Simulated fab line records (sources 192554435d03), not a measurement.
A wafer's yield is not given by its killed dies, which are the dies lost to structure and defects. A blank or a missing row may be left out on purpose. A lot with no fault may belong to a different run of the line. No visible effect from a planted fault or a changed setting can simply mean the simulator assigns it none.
Matching of chambers || flow n5Finfet || aldMetal-04 running N5_BEOL_M9_ALD_74: 4 sister chambers
The step deposits TaN, target thk 2 nm, pulse time 2 s, purge time 3 s. 20 wafers are shown with their chamber, then 10 later ones without.

WAFERS PAIRED WITH THEIR CHAMBERS
{"wafer": "L076.3", "chamber": 0, "heaterPowerW (W)": 434, "heaterPowerOuterW (W)": 235, "precursorVesselCarrierSccm (sccm)": 999}
{"wafer": "L076.5", "chamber": 0, "heaterPowerW (W)": 423, "heaterPowerOuterW (W)": 242, "precursorVesselCarrierSccm (sccm)": 1000}
{"wafer": "L076.6", "chamber": 3, "heaterPowerW (W)": 500, "heaterPowerOuterW (W)": 274, "precursorVesselCarrierSccm (sccm)": 1001}
{"wafer": "L078.2", "chamber": 2, "heaterPowerW (W)": 361, "heaterPowerOuterW (W)": 202, "precursorVesselCarrierSccm (sccm)": 998}
{"wafer": "L078.5", "chamber": 0, "heaterPowerW (W)": 415, "heaterPowerOuterW (W)": 246, "precursorVesselCarrierSccm (sccm)": 995}
{"wafer": "L078.6", "chamber": 3, "heaterPowerW (W)": 519, "heaterPowerOuterW (W)": 282, "precursorVesselCarrierSccm (sccm)": 994}
{"wafer": "L077.1", "chamber": 2, "heaterPowerW (W)": 353, "heaterPowerOuterW (W)": 201, "precursorVesselCarrierSccm (sccm)": 1003}
{"wafer": "L077.4", "chamber": 0, "heaterPowerW (W)": 422, "heaterPowerOuterW (W)": 238, "precursorVesselCarrierSccm (sccm)": 996}
{"wafer": "L077.5", "chamber": 3, "heaterPowerW (W)": 517, "heaterPowerOuterW (W)": 274, "precursorVesselCarrierSccm (sccm)": 1003}
{"wafer": "L079.1", "chamber": 2, "heaterPowerW (W)": 362, "heaterPowerOuterW (W)": 201, "precursorVesselCarrierSccm (sccm)": 999}
{"wafer": "L079.2", "chamber": 0, "heaterPowerW (W)": 423, "heaterPowerOuterW (W)": 237, "precursorVesselCarrierSccm (sccm)": 997}
{"wafer": "L079.3", "chamber": 1, "heaterPowerW (W)": 398, "heaterPowerOuterW (W)": 224, "precursorVesselCarrierSccm (sccm)": 996}
{"wafer": "L082.2", "chamber": 0, "heaterPowerW (W)": 420, "heaterPowerOuterW (W)": 237, "precursorVesselCarrierSccm (sccm)": 999}
{"wafer": "L082.3", "chamber": 1, "heaterPowerW (W)": 391, "heaterPowerOuterW (W)": 221, "precursorVesselCarrierSccm (sccm)": 999}
{"wafer": "L082.5", "chamber": 0, "heaterPowerW (W)": 422, "heaterPowerOuterW (W)": 241, "precursorVesselCarrierSccm (sccm)": 997}
{"wafer": "L086.4", "chamber": 3, "heaterPowerW (W)": 503, "heaterPowerOuterW (W)": 283, "precursorVesselCarrierSccm (sccm)": 997}
{"wafer": "L086.5", "chamber": 0, "heaterPowerW (W)": 432, "heaterPowerOuterW (W)": 234, "precursorVesselCarrierSccm (sccm)": 997}
{"wafer": "L086.6", "chamber": 1, "heaterPowerW (W)": 393, "heaterPowerOuterW (W)": 229, "precursorVesselCarrierSccm (sccm)": 1001}
{"wafer": "L087.2", "chamber": 2, "heaterPowerW (W)": 363, "heaterPowerOuterW (W)": 201, "precursorVesselCarrierSccm (sccm)": 1002}
{"wafer": "L087.3", "chamber": 1, "heaterPowerW (W)": 394, "heaterPowerOuterW (W)": 220, "precursorVesselCarrierSccm (sccm)": 1005}

SIGNATURES, as means of the wafers listed above
{"reading": "heaterPowerW", "chamber 0": 423.88, "chamber 1": 394.00, "chamber 2": 359.75, "chamber 3": 509.75, "scatter within a chamber": 6.32}
{"reading": "heaterPowerOuterW", "chamber 0": 238.75, "chamber 1": 223.50, "chamber 2": 201.25, "chamber 3": 278.25, "scatter within a chamber": 3.82}
{"reading": "precursorVesselCarrierSccm", "chamber 0": 997.50, "chamber 1": 1000.25, "chamber 2": 1000.50, "chamber 3": 998.75, "scatter within a chamber": 2.83}
Rule: a wafer lies at a distance from a chamber equal to the root of the sum of squares, over the readings, of (its reading less the chamber's mean, divided by the reading's scatter). The wafer belongs to the nearest chamber; if the next one is less than 2 further off, it can't be placed. The scatter: take each reading less its chamber's mean, square it, sum over the shown wafers, divide by the number of wafers less the number of chambers, and take the root.

WAFERS WHOSE CHAMBER IS MISSING
{"wafer": "L087.5", "heaterPowerW (W)": 388, "heaterPowerOuterW (W)": 233, "precursorVesselCarrierSccm (sccm)": 1007}
{"wafer": "L088.2", "heaterPowerW (W)": 426, "heaterPowerOuterW (W)": 239, "precursorVesselCarrierSccm (sccm)": 1001}
{"wafer": "L088.4", "heaterPowerW (W)": 502, "heaterPowerOuterW (W)": 276, "precursorVesselCarrierSccm (sccm)": 1001}
{"wafer": "L088.6", "heaterPowerW (W)": 365, "heaterPowerOuterW (W)": 202, "precursorVesselCarrierSccm (sccm)": 1002}
{"wafer": "L092.3", "heaterPowerW (W)": 361, "heaterPowerOuterW (W)": 200, "precursorVesselCarrierSccm (sccm)": 998}
{"wafer": "L092.4", "heaterPowerW (W)": 512, "heaterPowerOuterW (W)": 272, "precursorVesselCarrierSccm (sccm)": 1000}
{"wafer": "L092.5", "heaterPowerW (W)": 502, "heaterPowerOuterW (W)": 274, "precursorVesselCarrierSccm (sccm)": 993}
{"wafer": "L096.2", "heaterPowerW (W)": 359, "heaterPowerOuterW (W)": 200, "precursorVesselCarrierSccm (sccm)": 1002}
{"wafer": "L096.3", "heaterPowerW (W)": 407, "heaterPowerOuterW (W)": 222, "precursorVesselCarrierSccm (sccm)": 998}
{"wafer": "L096.6", "heaterPowerW (W)": 425, "heaterPowerOuterW (W)": 235, "precursorVesselCarrierSccm (sccm)": 996}

WHICH CHAMBER EACH WENT THROUGH
{"wafer": "L087.5", "from the rows above": 1, "in truth": 1}
{"wafer": "L088.2", "from the rows above": 0, "in truth": 0}
{"wafer": "L088.4", "from the rows above": 3, "in truth": 3}
{"wafer": "L088.6", "from the rows above": 2, "in truth": 2}
{"wafer": "L092.3", "from the rows above": 2, "in truth": 2}
{"wafer": "L092.4", "from the rows above": 3, "in truth": 3}
{"wafer": "L092.5", "from the rows above": 3, "in truth": 3}
{"wafer": "L096.2", "from the rows above": 2, "in truth": 2}
{"wafer": "L096.3", "from the rows above": 1, "in truth": 1}
{"wafer": "L096.6", "from the rows above": 0, "in truth": 0}
Correctly placed: 10 of 10. Left unplaced by these rows: 0. Wrongly placed: 0.
